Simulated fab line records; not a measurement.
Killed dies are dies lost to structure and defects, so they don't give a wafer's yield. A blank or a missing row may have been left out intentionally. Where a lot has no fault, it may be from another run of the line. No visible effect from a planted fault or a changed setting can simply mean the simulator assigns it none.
Problem report in the 8D (eight disciplines) form, filled by code -- flow n5-finfet -- the parts of the form that need people (team, actions taken, sign-off) are left out

## 1. THE ISSUE
REXT_N at N5_BEOL_M4_RC_MEAS_101 reads a mean of 96.6 ohm.um on 6 wafers of 2 lots; wafers without a fault read 74.6 ohm.um with a standard deviation of 1.9. Relative to the usual mean, that is a shift of +12 standard deviations.
The first sign was on wafer L109.2 at day 12 09:42, on prober-01. At this step, 31 wafers from 11 lots have a number in the record. By rule, "out" or "out of limits" means more than 4 standard deviations away from the usual mean. The other wafers with a number count as sound.

## 2. WHAT IT IS; WHAT IT IS NOT
question,is,is not
which readings at this step,REXT_N,"DIBL_P, ION_P, VT_P"
which lots,"L109, L110","L101, L104, L113, L993, L994, L995, L996, L998, L999"
which wafers of those lots,all that have a number,-
read on which gauges,prober-01,prober-02
when,from day 12 09:42,up to then (22 sound wafers); but 3 sound wafers of L113 came after

## 3. WHAT RULES OUT EACH SUSPECT
Counting: a tool at any process step up to the reading remains a suspect when it ran all the lots that are out and ran no sound lot after the first of those.
- the gauge at N5_BEOL_M4_RC_MEAS_101: kept. All the wafers that are out were read on prober-01, and no step on other tools shows them out.
- epi-rpcvd-02 at N5_SD_EPI_N_VAPOR_ETCH_50 (etches Si in HCl, time 54 s): kept. Every lot that is out went through it, starting with L109 (day 7 03:23), and after that it ran no sound lot; the last sound lot it ran before then is L101 (day 5 07:15).
- rtp-anneal-01 at N5_BEOL_M4_ANNEAL_51 (time 90 s): ruled out as a lasting fault. The sound lots L113 went through it after L109, its earliest lot that is out (day 12 08:40).
Left after counting: epi-rpcvd-02 at N5_SD_EPI_N_VAPOR_ETCH_50, prober-01 at N5_BEOL_M4_RC_MEAS_101.

## 4. THE CAUSE (what the simulator had put in)
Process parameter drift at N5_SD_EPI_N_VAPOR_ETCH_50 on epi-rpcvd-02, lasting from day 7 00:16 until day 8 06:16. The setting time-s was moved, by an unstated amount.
Of the 2 suspects that counting leaves, this tool is one.

## 5. THE EFFECT CHAIN, in route order
One row per reading whose mean, taken over the struck wafers that have a number, lies over 3 standard deviations from the usual. Readings are gone through only where the record gives a usual standard deviation; hours: the median, over the lots, of the time from a lot's start at the first step in this table giving one to that lot's start at this step; sigmas: the change measured in usual standard deviations.
hours,step,reading,usual,on struck wafers,change,sigmas
0,N5_BEOL_M4_RC_MEAS_101,DIBL_N,37.5 mV/V,31.2,-6.3,-3.3
0,N5_BEOL_M4_RC_MEAS_101,ION_N,677 uA/um,618,-59,-5.3
0,N5_BEOL_M4_RC_MEAS_101,REXT_N,74.6 ohm.um,96.6,+22.0,+12
0,N5_BEOL_M4_RC_MEAS_101,VT_N,249 mV,260,+10,+3.2
0,N5_BEOL_M4_RC_MEAS_101,VT_N_LVT,98 mV,109,+11,+3.3
105,N5_PASSIVATION_PROBE_49,sort_bin_8_speed,0.01 %,60.93,+60.92,+99 or more
105,N5_PASSIVATION_PROBE_49,sort-n-pass,1076,358,-718,-40
Process steps it contains:
- N5_PASSIVATION_PROBE_49

## 6. WHAT WOULD HAVE CAUGHT IT SOONER
The first out-of-limits reading at a measuring or inspecting step in this record came at day 12 09:42, 129 hours after the fault's start at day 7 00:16.
No tool reading at N5_SD_EPI_N_VAPOR_ETCH_50 that has a usual standard deviation in the record was out on any struck wafer, so an alarm limit of 4 standard deviations on those readings would not have fired.
Lots out: 2; all had begun N5_SD_EPI_N_VAPOR_ETCH_50 on epi-rpcvd-02 by day 12 09:42. A hold on the tool at that time would have spared none of them.
